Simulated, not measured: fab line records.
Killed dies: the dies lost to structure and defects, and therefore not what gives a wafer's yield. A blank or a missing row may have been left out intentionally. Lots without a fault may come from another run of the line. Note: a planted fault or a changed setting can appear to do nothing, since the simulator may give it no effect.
Chamber matching -- flow n5Finfet -- rieDiel-01 running N5_MIM_BOT_ETCH_ETCH_04: 4 sister chambers
The step etches SiNx in CF4/O2, target depth 26 nm, time 13 s. 14 wafers are shown with their chamber, then 7 later ones without.

WAFERS, EACH WITH ITS CHAMBER
wafer,chamber,drypumpMotorCurrentA (A),showerheadPlenumPTorr (Torr),rfVppV (V)
L077.2,0,5.9,2.15,236
L077.4,1,5.8,2.18,243
L077.6,0,5.9,2.15,236
L078.3,3,5.6,2.18,233
L078.4,2,5.7,2.15,236
L078.6,0,5.9,2.15,237
L081.1,3,5.5,2.18,234
L081.4,3,5.5,2.18,234
L081.6,0,5.9,2.15,237
L082.2,2,5.7,2.15,235
L082.5,3,5.5,2.18,235
L082.6,2,5.7,2.15,238
L088.1,1,5.8,2.17,244
L088.2,0,5.9,2.14,235

SIGNATURES, as means of the wafers listed above
reading,chamber 0,chamber 1,chamber 2,chamber 3,scatter within a chamber
drypumpMotorCurrentA,5.900,5.800,5.700,5.525,0.0274
showerheadPlenumPTorr,2.1480,2.1750,2.1500,2.1800,0.00361
rfVppV,236.20,243.50,236.33,234.00,0.998
Rule: for each reading, subtract the chamber's mean from the wafer's reading, divide by that reading's scatter and square the result; add these up over the readings and take the root, which gives the wafer's distance from the chamber. If the next closest chamber is less than 2 further off than the closest, the wafer can't be placed; otherwise it belongs to the closest. The scatter: take each reading less its chamber's mean, square it, sum over the shown wafers, divide by the number of wafers less the number of chambers, and take the root.

WAFERS WHOSE CHAMBER IS MISSING
wafer,drypumpMotorCurrentA (A),showerheadPlenumPTorr (Torr),rfVppV (V)
L088.3,5.6,2.17,234
L092.2,5.8,2.17,243
L092.3,5.8,2.14,236
L092.4,5.9,2.14,237
L094.1,5.9,2.14,235
L094.5,5.9,2.14,236
L094.6,5.8,2.17,244

EACH ONE'S CHAMBER
wafer,from the rows above,in truth
L088.3,3,3
L092.2,1,1
L092.3,can't be placed: 0 or 2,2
L092.4,0,0
L094.1,0,0
L094.5,0,0
L094.6,1,1
6 of 7 placed correctly. These rows do not allow placing 1 (true chamber among the candidates in 1). Placed wrongly: 0.
